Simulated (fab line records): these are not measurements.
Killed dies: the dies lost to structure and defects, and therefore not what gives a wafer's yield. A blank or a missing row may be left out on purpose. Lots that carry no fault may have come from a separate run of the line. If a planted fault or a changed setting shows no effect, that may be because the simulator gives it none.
fab line records + flow n5Finfet
[record]
- lots = 4
- wafers = 10
- lastDay = 18
route steps=1938 shown BEOL_M0@742 BEOL_M1@751 BEOL_M4@1111 PASSIVATION@1936
lots that met no fault: from a run of the same line without faults
startH: start of the lot's first displayed wafer, in hours after the record's first day + waitH: hours elapsed since this lot's preceding step + " identical to the entry in the row above + L1.1+2: one row covering several wafers at once + - no value, or no start was given + * or withheld: withheld + < > ~ a bound
route shown NAME@n: NAME is a module with steps in the file, n the number in the route of the first one + usual: average and standard deviation across the fault-free wafers + same: alike in all rows + chamber/n: place in a boat + sites: each site's reading + _std_site: standard deviation across them + _edge_site: inner sites' mean taken away from outer sites' mean + radiusMm: for every site, how far away it sits from the centre of the wafer + mask NAME#n: copy n + behind: the tool/chamber that last shaped the wafer + hold: what put the lot on hold/how long, in hours/how the hold closed + device: the transistor (n, p or np) that didn't switch + end of line: the tests these same wafers got at the end of their route + a step without rows: its recipe alone + killed: dies lost to structure and defects at the first sort, not the wafer's yield + map: a wafer's dies, x killed, . not, _ none there
set.NAME: setting as actually run; set.NAME@STEP: the setting as run at that earlier step + model.NAME: the simulator's own value behind a step, which no gauge read
lots at selected steps of the route; one table per step, one row per wafer
services: a tool's chamber out of use, with start hour (startH, from the record's first day; less than 0 if before it), hours out, and reason
[[steps]]
[step N5_BEOL_M0_ANNEAL_119]
[recipe]
- tempC = 225
- timeS = 90
- ambient = N2
[step N5_BEOL_M0_CMP_120]
[recipe]
- stopOn = SiOC
- tOverpolishS = 6.9
- downForcePsi = 1
- platenRpm = 50
- clearingPlatenDownForcePsi = 1.5
- clearingPlatenRpm = 50
- postCmpClean = cuAlkaline
- clearingPlatenPadVelocityMS = 0.99484
- padVelocityMS = 0.99484
[step N5_BEOL_M0_PRE_CLEAN_131]
[recipe]
- gas = NH3/H2
- timeS = 15
- tempC = *
- rfPowerW = 300
[step N5_BEOL_M0_CO_CAP_123]
[recipe]
- material = Co
- targetThkA = 20
- tempC = 200
- precursor = CCTBA/H2
- pressureTorr = 30
- timeS = 102.1
[step N5_BEOL_M0_PRE_CLEAN_124]
[recipe]
- gas = NH3
- timeS = 15
- tempC = withheld
- rfPowerW = 300
[step N5_BEOL_M0_DEP_125]
[recipe]
- material = SiCN
- targetThkA = 80
- tempC = withheld
- precursor = 3MS/NH3
- pressureTorr = 3
- rfW = 202
- timeS = 14
[step N5_BEOL_M1_ILD_DEP_00]
[recipe]
- material = SiOC
- targetThkA = 790
- tempC = 350
- precursor = DEMS/O2
- pressureTorr = 5
- rfW = 500
- timeS = 15.3
[step N5_BEOL_M1_PECVD_72]
[recipe]
- material = SiO2
- targetThkA = 160
- tempC = 400
- precursor = TEOS/O2
- pressureTorr = 5.5
- rfW = 450
- teosFlowSccm = 53.8
- gas = O2
- flowSccm = 3000
- timeS = 18
[step N5_BEOL_M1_HM_DEP_02]
[recipe]
- material = TiN
- targetThkA = 200
- tempC = 25
- chamberPressurePa = 0.49996
[usual]
- throttleValvePct = 30.4/0.42
| lot.wafer | tool          | chamber | startH | waitH | throttleValvePct | model.TiN_of_BEOL_M1_HM_DEP_02.thkNm |
|-----------|---------------|---------|--------|-------|------------------|--------------------------------------|
| L718.1    | pvdSputter-02 | -       | 200.39 | 1.6   | 30.4             | 28                                   |
| L718.2    | "             | -       | "      | "     | 30.9             | 20                                   |
| L719.1    | pvdSputter-02 | -       | 200.49 | 1.7   | 30.5             | 27.4                                 |
| L719.4    | "             | -       | "      | "     | 31.3             | 19.6                                 |
| L727.1    | pvdSputter-02 | -       | 252.28 | 3.4   | 30.5             | 20                                   |
| L727.3    | "             | -       | "      | "     | 31.2             | 20                                   |
| L727.4    | "             | -       | "      | "     | 30.6             | 19.8                                 |
| L729.3    | pvdSputter-02 | -       | 262.25 | 0.8   | 30.4             | 20                                   |
| L729.5    | "             | -       | "      | "     | 31.0             | 20                                   |
| L729.6    | "             | -       | "      | "     | 30.7             | 20                                   |
[step N5_BEOL_M1_COAT_61]
[recipe]
- resist = SOC
- tempC = 250
- timeS = 60
- spinRpm = 1500
- resistThkNm = 60
[step N5_BEOL_M1_COAT_62]
[recipe]
- resist = SiARC
- tempC = 220
- timeS = 60
- spinRpm = 1500
- resistThkNm = 12
[step N5_BEOL_M1_COAT_73]
[recipe]
- resist = underlayer
- tempC = 205
- timeS = 60
- spinRpm = 1500
- resistThkNm = 5
[step N5_BEOL_M1_COAT_05]
[recipe]
- resist = CAR-EUV
- spinRpm = 1500
- resistThkNm = 30
[step N5_BEOL_M1_EBR_07]
[recipe]
- solvent = PGMEA
- ebrWidthMm = 1.5
[step N5_BEOL_M1_SOFTBAKE_06]
[recipe]
- tempC = 110
- timeS = 60
- resist = CAR-EUV
[step N5_BEOL_M1_EXPOSE_08]
[recipe]
- maskId = M1
- na = 0.33
- sourceShape = dipole
- sigmaInner = 0.369
- sigmaOuter = 0.767
- polarization = unpolarized
- doseMj = 33
[step N5_BEOL_M1_PEB_09]
[recipe]
- pebTempC = 100
- pebTimeS = 60
- resist = CAR-EUV
[step N5_BEOL_M1_DEVELOP_10]
[recipe]
- developTimeS = 30
- developer = TMAH
- resist = CAR-EUV
- rinseLiquid = surfactantRinse
- dry = airSpin
- devTempC = 23
[step N5_BEOL_M1_DESCUM_16]
[recipe]
- chemistry = O2
- timeS = 7
- sourcePowerW = 50
- biasPowerW = 20
- pressureMtorr = 20
- rfFrequencyHz = 2.712e+07
- tempC = 40
- resist = CAR-EUV
- o2FlowSccm = 225
[step N5_BEOL_M1_ETCH_74]
[recipe]
- chemistry = N2/H2
- target = underlayer
- targetDepthA = 65
- maskMaterial = CAR-EUV
- timeS = 5.2
- ionEnergyEv = 200
- pressureMtorr = 30
- sourceW = 840
- biasW = 150
- n2FlowSccm = 200
- h2FlowSccm = 200
- ends = cleared
[step N5_BEOL_M1_ETCH_63]
[recipe]
- chemistry = CF4
- target = SiARC
- targetDepthA = 156
- maskMaterial = CAR-EUV
- timeS = 26
- ionEnergyEv = 80
- pressureMtorr = 40
- sourceW = 545
- biasW = 36
- Ar_flow_sccm = 100
- cf4FlowSccm = 100
- ends = cleared
[step N5_BEOL_M1_ETCH_64]
[recipe]
- chemistry = N2/H2
- target = SOC
- targetDepthA = 750
- overetchA = 150
- maskMaterial = SiARC
- tempC = 40
- timeS = 112.5
- ionEnergyEv = 200
- pressureMtorr = 30
- sourceW = 840
- biasW = 150
- n2FlowSccm = 200
- h2FlowSccm = 200
[step N5_BEOL_M1_STRIP_65]
[recipe]
- chemistry = N2/H2
- tempC = 40
- n2FlowSccm = 200
- h2FlowSccm = 200
- rfFrequencyHz = 6e+07
[step N5_BEOL_M1_STRIP_75]
[recipe]
- chemistry = N2/H2
- tempC = 40
- n2FlowSccm = 200
- h2FlowSccm = 200
- rfFrequencyHz = 6e+07
[step N5_BEOL_M1_STRIP_66]
[recipe]
- chemistry = CF4
- resist = SiARC
- powerW = 300
- biasPowerW = 75
- pressureMtorr = 50
- cf4FlowSccm = 150
- rfFrequencyHz = 6e+07
[step N5_BEOL_M1_HM_OPEN_17]
[recipe]
- chemistry = Cl2/BCl3
- targetDepthA = 200
- overetchA = 60
- target = TiN
- maskMaterial = SOC
- ionEnergyEv = 150
- pressureMtorr = 10
- icpW = 1000
- biasW = 126
- Cl2_flow_sccm = 53.25
- bcl3FlowSccm = 21.75
- Ar_flow_sccm = 25
[usual]
- bcl3FlowSccm = 21.75/0.066
- drypumpMotorCurrentA = 5.4/0.39
- oesProductAu = 0.68/0.081
- throttleValvePct = 22.10/0.17
| lot.wafer | tool        | chamber | startH | waitH | bcl3FlowSccm | drypumpMotorCurrentA | oesProductAu | rfHoursCounterH | throttleValvePct | model.etch.depthNm |
|-----------|-------------|---------|--------|-------|--------------|----------------------|--------------|-----------------|------------------|--------------------|
| L718.1    | rieMetal-03 | 1       | 201.15 | 0.0   | 21.71        | 5.6                  | 0.98         | 1               | 21.79            | 26.7               |
| L718.2    | "           | 0       | "      | "     | 21.81        | 4.9                  | 0.66         | 44              | 22.20            | 20.05              |
| L719.1    | rieMetal-02 | 1       | 201.25 | 0.0   | 21.85        | 5.3                  | 0.68         | 75              | 22.14            | 25.54              |
| L719.4    | "           | 1       | "      | "     | 21.77        | 5.3                  | 0.58         | -               | 22.34            | 19.58              |
| L727.1    | rieMetal-02 | 1       | 253.04 | 0.0   | 21.72        | 5.3                  | 0.58         | 79              | 22.35            | 19.94              |
| L727.3    | "           | 1       | "      | "     | 21.76        | 5.4                  | 0.58         | -               | 22.34            | 19.9               |
| L727.4    | "           | 0       | "      | "     | 21.83        | 5.9                  | 0.67         | -               | 21.99            | 19.85              |
| L729.3    | rieMetal-02 | 0       | 263.04 | 0.1   | 21.87        | 5.9                  | 0.66         | -               | 21.97            | 19.91              |
| L729.5    | "           | 0       | "      | "     | 21.80        | 5.9                  | 0.67         | -               | 21.98            | 20.04              |
| L729.6    | "           | 1       | "      | "     | 21.63        | 5.3                  | 0.57         | -               | 22.33            | 19.9               |
[step N5_BEOL_M1_STRIP_19]
[recipe]
- chemistry = O2
- powerW = 400
- tempC = 40
- pressureMtorr = 30
- rfFrequencyHz = 6e+07
- biasPowerW = 0
- overashFraction = 0.2
- o2FlowSccm = 225
[step N5_BEOL_M1_COAT_67]
[recipe]
- resist = SOC
- tempC = 250
- timeS = 60
- spinRpm = 1500
- resistThkNm = 60
[step N5_BEOL_M1_COAT_68]
[recipe]
- resist = SiARC
- tempC = 220
- timeS = 60
- spinRpm = 1500
- resistThkNm = 12
[step N5_BEOL_M1_COAT_76]
[recipe]
- resist = underlayer
- tempC = 205
- timeS = 60
- spinRpm = 1500
- resistThkNm = 5
[step N5_BEOL_M1_COAT_22]
[recipe]
- resist = CAR-EUV
- spinRpm = 1500
- resistThkNm = 30
[step N5_BEOL_M1_EBR_24]
[recipe]
- solvent = PGMEA
- ebrWidthMm = 1.5
[step N5_BEOL_M1_SOFTBAKE_23]
[recipe]
- tempC = 110
- timeS = 60
- resist = CAR-EUV
[step N5_BEOL_M1_EXPOSE_25]
[recipe]
- maskId = V0
- na = 0.33
- sourceShape = quasar
- sigmaInner = 0.2
- sigmaOuter = 0.8
- polarization = unpolarized
- defocusNm = 5
- targetCdNm = 24
- doseMj = 63
[step N5_BEOL_M1_TRENCH_ETCH_37]
[recipe]
- chemistry = C4F6/O2
- targetDepthA = 552.07
- target = SiOC
- timeS = 29
- ionEnergyEv = 250
- pressureMtorr = 30
- sourceW = 355
- biasW = 185
- Ar_flow_sccm = 300
- C4F6_flow_sccm = 10
- O2_flow_sccm = 10
[usual]
- drypumpMotorCurrentA = 5.8/0.33
- oesProductAu = 0.78/0.087
- rfVppV = 665/8.1
- showerheadPlenumPTorr = 2.86/0.07
- throttleValvePct = 20.89/0.25
| lot.wafer | tool       | chamber | startH | waitH | drypumpMotorCurrentA | oesProductAu | rfHoursCounterH | rfVppV | showerheadPlenumPTorr | throttleValvePct | model.TiN_of_BEOL_M1_HM_DEP_02.thkNm |
|-----------|------------|---------|--------|-------|----------------------|--------------|-----------------|--------|-----------------------|------------------|--------------------------------------|
| L718.1    | rieDiel-04 | 0       | -      | -     | 6.3                  | 0.96         | 3               | 665    | 2.80                  | 20.93            | 25.6                                 |
| L718.2    | "          | 3       | "      | "     | 5.5                  | 0.78         | 123             | 669    | 2.86                  | 20.85            | 17.8                                 |
| L719.1    | rieDiel-03 | 1       | -      | -     | 6.1                  | 0.74         | 175             | 673    | 2.96                  | 21.30            | 25                                   |
| L719.4    | "          | 2       | "      | "     | 6.3                  | 0.91         | 24              | 653    | 2.79                  | 20.59            | 17.2                                 |
| L727.1    | rieDiel-04 | 1       | -      | -     | 5.6                  | 0.66         | 244             | 659    | 2.92                  | 20.97            | 17.6                                 |
| L727.3    | "          | 3       | "      | "     | 5.5                  | 0.77         | 136             | 670    | 2.85                  | 20.86            | 17.6                                 |
| L727.4    | "          | 2       | "      | "     | 5.7                  | 0.79         | 127             | 654    | 2.74                  | 20.84            | 17.6                                 |
| L729.3    | rieDiel-04 | 3       | -      | -     | 5.5                  | 0.78         | 140             | 670    | 2.85                  | 20.84            | 17.6                                 |
| L729.5    | "          | 2       | "      | "     | 5.6                  | 0.78         | -               | 656    | 2.74                  | 20.87            | 17.8                                 |
| L729.6    | "          | 3       | "      | "     | 5.5                  | 0.77         | -               | 672    | 2.85                  | 20.85            | 17.6                                 |
[step N5_BEOL_M1_OCD_MEAS_38]
[usual]
- trenchDepthNm = 55.2/0.69
| lot.wafer | tool   | chamber | startH | waitH | trenchDepthNm |
|-----------|--------|---------|--------|-------|---------------|
| L718.1    | ocd-02 | -       | 204.00 | -     | 50.4          |
| L718.2    | "      | -       | "      | "     | 55.5          |
| L719.1    | ocd-01 | -       | 207.15 | -     | 41.7          |
| L719.4    | "      | -       | "      | "     | 56.5          |
| L727.1    | ocd-01 | -       | 261.30 | -     | 54.6          |
| L727.3    | "      | -       | "      | "     | 55.1          |
| L727.4    | "      | -       | "      | "     | 55.0          |
| L729.3    | ocd-01 | -       | 272.09 | -     | 56.3          |
| L729.5    | "      | -       | "      | "     | 55.9          |
| L729.6    | "      | -       | "      | "     | 55.8          |
[step N5_BEOL_M4_RC_MEAS_101]
[usual]
- DIBL_N = 36.5/1.4
- DIBL_P = 36.5/1.6
- IOFF_N = 0.163/0.022
- IOFF_P = 0.219/0.029
- ION_N = 675/8.3
- ION_P = 464/6.2
- SS_N = 71.5/0.52
- SS_P = 73.4/0.57
- VT_N = 249.7/2.6
- VT_P = -250/3
| lot.wafer | tool      | chamber | startH | waitH | DIBL_N[mV/V] | DIBL_P[mV/V] | IOFF_N[nA/um] | IOFF_P[nA/um] | ION_N[uA/um] | ION_P[uA/um] | SS_N[mV/dec] | SS_P[mV/dec] | VT_N[mV] | VT_P[mV] |
|-----------|-----------|---------|--------|-------|--------------|--------------|---------------|---------------|--------------|--------------|--------------|--------------|----------|----------|
| L719.1    | prober-01 | 0       | 246.45 | 0.0   | 36.2         | 37.9         | 0.182         | 0.281         | 683          | 477          | 72.1         | 73.4         | 245.3    | -242     |
| L719.4    | "         | 0       | "      | "     | 36.1         | 38.0         | 0.189         | 0.304         | 691          | 483          | 71.5         | 73.7         | 244.6    | -241     |
| L718.1    | prober-02 | 0       | 248.00 | 0.0   | 36.6         | 35.6         | 0.175         | 0.246         | 674          | 471          | 72.5         | 73.1         | 246.5    | -247     |
| L718.2    | "         | 0       | "      | "     | 36.0         | 35.5         | 0.164         | 0.233         | 677          | 467          | 71.6         | 73.6         | 243.1    | -247     |
| L727.1    | prober-01 | 0       | 298.21 | 0.0   | 36.8         | 37.1         | 0.175         | 0.198         | 666          | 450          | 71.4         | 73.8         | 251.3    | -254     |
| L727.3    | "         | 0       | "      | "     | 35.0         | 35.4         | 0.141         | 0.176         | 665          | 456          | 70.8         | 73.8         | 251.7    | -255     |
| L727.4    | "         | 0       | "      | "     | 34.0         | 34.5         | 0.126         | 0.160         | 660          | 454          | 71.0         | 73.5         | 253.9    | -253     |
| L729.3    | prober-02 | 0       | 317.03 | 0.3   | 36.0         | 35.2         | 0.146         | 0.213         | 671          | 470          | 72.1         | 73.3         | 251.6    | -248     |
| L729.5    | "         | 0       | "      | "     | 36.0         | 35.6         | 0.148         | 0.219         | 673          | 463          | 71.5         | 73.5         | 250.7    | -249     |
| L729.6    | "         | 0       | "      | "     | 34.4         | 32.7         | 0.123         | 0.188         | 675          | 471          | 70.1         | 73.1         | 250.2    | -250     |
[step N5_PASSIVATION_PROBE_49]
[usual]
- defectLimitedYield = 91.2/1.6
- killed_at_M0_to_M3 = 33/11
- killed_at_M4_up = 15/6.2
- killedAtContacts = 15/7.1
- killedAtFrontEnd = 38/12
- killedAtOther = 4/3.5
- killedDies = 104/19
- killedOnRim = 14/4
- killedOpen = 69/14
- killedShort = 34/8.5
- sort_bin_5_function = 5.2/0.99
- sort_bin_6_memory = 3.3/0.77
- sortNPass = 1076/19
- sortYieldPct = 91.2/1.6
[same]
- grossDies = 1180
- killedAtBackSide = 0
- sort_bin_4_leakage[%] = 0
- sort_bin_8_speed[%] = 0
| lot.wafer | tool      | chamber | startH | waitH | defectLimitedYield[%] | killed_at_M0_to_M3 | killed_at_M4_up | killedAtContacts | killedAtFrontEnd | killedAtOther | killedDies | killedOnRim | killedOpen | killedShort | sort_bin_5_function[%] | sort_bin_6_memory[%] | sortNPass | sortYieldPct[%] |
|-----------|-----------|---------|--------|-------|-----------------------|--------------------|-----------------|------------------|------------------|---------------|------------|-------------|------------|-------------|------------------------|----------------------|-----------|-----------------|
| L719.1    | prober-01 | -       | 347.68 | 0.0   | 58.9                  | 417                | 12              | 12               | 42               | 2             | 485        | 58          | 58         | 33          | 37.5                   | 3.3                  | 695       | 58.9            |
| L718.1    | prober-01 | -       | 354.76 | 0.0   | 78.6                  | 192                | 6               | 9                | 41               | 4             | 252        | 59          | 68         | 35          | 18.1                   | 2.7                  | 928       | 78.6            |
| L718.2    | prober-01 | -       | 354.81 | 0.1   | 93.2                  | 39                 | 10              | 6                | 17               | 8             | 80         | 8           | 57         | 23          | 4.4                    | 1.9                  | 1100      | 93.2            |
// killed by level:class
L719.1 BEOL_M1:areaOpen=392 MOL_CONTACT_COAG:geometricParticle:open=10 STI_FIN_REVEAL:geometricParticle:open=9 GATE_CUT:geometricParticle:short=6 BEOL_M4:geometricParticle:open=6 FIN_SAQP:geometricParticle:open=5 ILD0:geometricParticle:short=5 DUMMY_GATE:geometricParticle:open=5
L718.1 BEOL_M1:areaOpen=148 STI_FIN_REVEAL:geometricParticle:open=15 BEOL_M0_SAQP:geometricParticle:short=12 BEOL_M1:geometricParticle:open=10 MOL_CONTACT_COAG:geometricParticle:open=8 BEOL_M0_SAQP:geometricParticle:open=8 BEOL_M2:geometricParticle:open=5 BEOL_M3:geometricParticle:open=5
L718.2 BEOL_M1:geometricParticle:open=14 BEOL_M3:geometricParticle:open=10 MOL_CONTACT_COAG:geometricParticle:open=5 BEOL_M0_SAQP:geometricParticle:open=4 BEOL_M2:geometricParticle:open=4 BEOL_M0_SAQP:geometricParticle:short=3 BEOL_M3:geometricParticle:short=3 BEOL_M4:geometricParticle:open=3
// map L718.1 (x killed, . not)
_________________....x.......________________
______________.......xxx.x......_____________
___________x.xxx...x...xx..........__________
__________xxxx.....x..x............x_________
________.xxxx..x.......x........x.xx.x_______
_______x.xxx.x.......x..x............xx______
______xxx.x.x............x...........xxx_____
_____xxxx................x...........xxxx____
____xx..xxx.............x.......x...x..xxx___
___x.xxx.x............x................xxxx__
___xxx..........x..................xx....x.__
__xxxx........x.x.x..x......................_
__x..............x........................x._
_.........................................xx.
_...x...x...x.......x........................
_.x..x......x........x.x..........xx...x.....
_........x...x.......x.x.........x.x.........
_.....x..x...x....x.......x..x...............
_.xxx......x................x.x..........xx..
_xxx.x.....x..............xxx.............xx.
_...............x.x....x..........x.....x.xx.
__..................xx.......x..xx.....xx.x._
__x..x.........x........x....x..xxx..x.x...._
___..x........xx........xx.....x....x......__
___x......x...x.x..x....x.x.xx.............__
____......x.xx............x.x...x...x.....___
_____......x.....x..xx..x.....x.xx..xx..x____
______...x.x.x..................xxx..x.._____
_______x..xxxx..x.......x.....x.xx..x..______
________..xxxxx...x.....xx........xxx._______
__________.xxx........x........xxxx._________
___________xxx.x..x............x.x.__________
______________xxx....x.......xxx_____________
_________________.........xxx________________
// map L719.1 (x killed, . not)
_________________..x.x..xxx..________________
______________x..x..x....xxxx.xx_____________
___________.x...xxxxxxxxxxx.xxx.x.x__________
__________.x..x...x..xx.x..x.x.xx..x_________
________..xx...xxx.xxxxx..x....x..xxxx_______
_______....x.xxxx.xxxxxxxxxx...xx.xxxxx______
______...xx.x..x.xxxxxxxxx.......xxx...x_____
_____.....xx.xxxxxxxxxxxxx..xxx.x...x.xxx____
____x..xx.xxxxx..xxxxxxxx.x....x..x..x.x.x___
___x.x...xxx..xxxxxxxxxxx..x...x.x.....xx..__
___...x.xx.xxxxxxxxxxxxxxxx..x........x....__
__x.xx.xxxxxxxxxxxxxxxxx.xxx.x..x.x.x....x.._
__...xx.xx.xxxxxxxxxxxxxx..xx.x.x..x.....xx._
_.x.xxxx..xxxxx..xxxxxxx....x.x..xx.xx.x..x.x
_..x..xx.x.x....xxxx..xxxx.......xxx..x.x.x..
_.............xxxx.xxx.x..xxxxx....x.x...x...
_......x.......xx...xxxxx.......xx....xx..x..
_...............x....xxx.......x..x.x.x.x..x.
_..x........x....x.x...x.............xxxx.x..
_..x........x.....x.....x..........x...x....x
_..x...............x.........x......xx.x.xxxx
__.....x.x.........x.....x......xxxxx.x..xx._
__.....x............xx..........xx.x.xx.x..._
___.........x.....xx.......x.x.xxxx..xxx...__
___......x.x........x....x.....xxxx..xxxx.x__
____...............x....xxx...xxx..xxx...x___
_____.....x....x........x.x.xxxx.xx..x.xx____
______...x..x.......x..x....x.x.xxx.xxxx_____
_______..............x...x.xx.x..x.xxxx______
________.....x........xxx.....x.xxxxxx_______
__________............x.xxxxxx..x.x._________
___________.x..........xxx...x..xxx__________
______________...x.x.xxx.xxx...x_____________
_________________..xxxxxx...x________________
[[services]]
| tool        | chamber | startH | hours | kind   |
|-------------|---------|--------|-------|--------|
| rieDiel-04  | 3       | 206.29 | 13.1  | repair |
| rieMetal-02 | -       | 264.03 | 0.2   | repair |
| rieDiel-03  | 0       | 268.67 | 3.8   | repair |
| rieDiel-04  | 0       | 271.49 | 3.0   | repair |
[[key]]
[firstSign]
- step = N5_BEOL_M1_OCD_MEAS_38
- reading = trenchDepthNm
- direction = down
- sigmas = 13
- usual = 55.2
- struck = 46.1
[effect]
- step = N5_PASSIVATION_PROBE_49
- reading = killed_at_M0_to_M3
- direction = up
- sigmas = 26
- usual = 33
- struck = 304
[modelEffect]
- step = N5_BEOL_M1_HM_DEP_02
- value = TiN_of_BEOL_M1_HM_DEP_02.thkNm
- without = 19.8
- struck = 27.7
[modelEffect]
- step = N5_BEOL_M1_HM_OPEN_17
- value = etch.depthNm
- without = 19.77
- struck = 26.12
[modelEffect]
- step = N5_BEOL_M1_TRENCH_ETCH_37
- value = TiN_of_BEOL_M1_HM_DEP_02.thkNm
- without = 17.4
- struck = 25.3
[moreKillsBornAt]
- N5_BEOL_M1_HM_OPEN_17@rieMetal-02 = 392
- N5_BEOL_M1_HM_OPEN_17@rieMetal-03 = 148
metAt N5_BEOL_M1_HM_DEP_02
struckWafers L718.1,L719.1
[fault]
- kind = processParameterDrift
- tool = pvdSputter-02
- chamber = -
- onsetH = 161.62
- steps = N5_BEOL_M1_HM_DEP_02
- channel = targetThkA
- offset = *
- shape = step
- endH = 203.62
- scope = struckWafersOnly
- actsIn = *
- stated = *
